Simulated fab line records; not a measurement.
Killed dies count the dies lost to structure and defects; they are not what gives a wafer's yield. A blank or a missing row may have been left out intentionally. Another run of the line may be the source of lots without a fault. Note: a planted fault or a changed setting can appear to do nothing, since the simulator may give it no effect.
Matching of chambers + flow nand_harc + NHARC_A_CONTACT_DESCUM_13 on rie_diel-07 has 4 sister chambers
The step chemistry O2, time 3 s. 4 wafers are shown with their chamber, then 12 later ones without.

EACH WAFER AND ITS CHAMBER
| wafer  | chamber | showerhead_plenum_p_Torr (Torr) |
|--------|---------|---------------------------------|
| L087.5 | 2       | 1.84                            |
| L091.1 | 1       | 1.78                            |
| L091.4 | 3       | 2.07                            |
| L091.6 | 0       | 2.01                            |

WAFERS WHOSE CHAMBER IS MISSING
| wafer  | showerhead_plenum_p_Torr (Torr) |
|--------|---------------------------------|
| L092.1 | 1.78                            |
| L092.3 | 1.84                            |
| L092.4 | 2.07                            |
| L093.1 | 1.84                            |
| L093.3 | 1.78                            |
| L093.4 | 2.07                            |
| L094.2 | 2.07                            |
| L094.5 | 1.78                            |
| L094.6 | 1.84                            |
| L095.1 | 1.83                            |
| L095.2 | 1.78                            |
| L095.3 | 2.01                            |

EACH ONE'S CHAMBER
| wafer  | from the rows above | in truth |
|--------|---------------------|----------|
| L092.1 | 1                   | 1        |
| L092.3 | 2                   | 2        |
| L092.4 | 3                   | 3        |
| L093.1 | 2                   | 2        |
| L093.3 | 1                   | 1        |
| L093.4 | 3                   | 3        |
| L094.2 | 3                   | 3        |
| L094.5 | 1                   | 1        |
| L094.6 | 2                   | 2        |
| L095.1 | 2                   | 2        |
| L095.2 | 1                   | 1        |
| L095.3 | 0                   | 0        |
Correct placement for 12 of the 12. From these rows, 0 cannot be placed. Wrongly placed: 0.
How it was worked out, from the rows above alone: a wafer's distance from a chamber is the root of the sum, over the readings, of the square of ((its reading less the chamber's mean) divided by the reading's scatter). If the next closest chamber is less than 2 further off than the closest, the wafer can't be placed; otherwise it belongs to the closest. For every chamber, the mean is computed from those of its wafers that are shown. The scatter: root of mean squared gap, hidden wafer to nearest shown wafer, with one shown wafer a chamber.
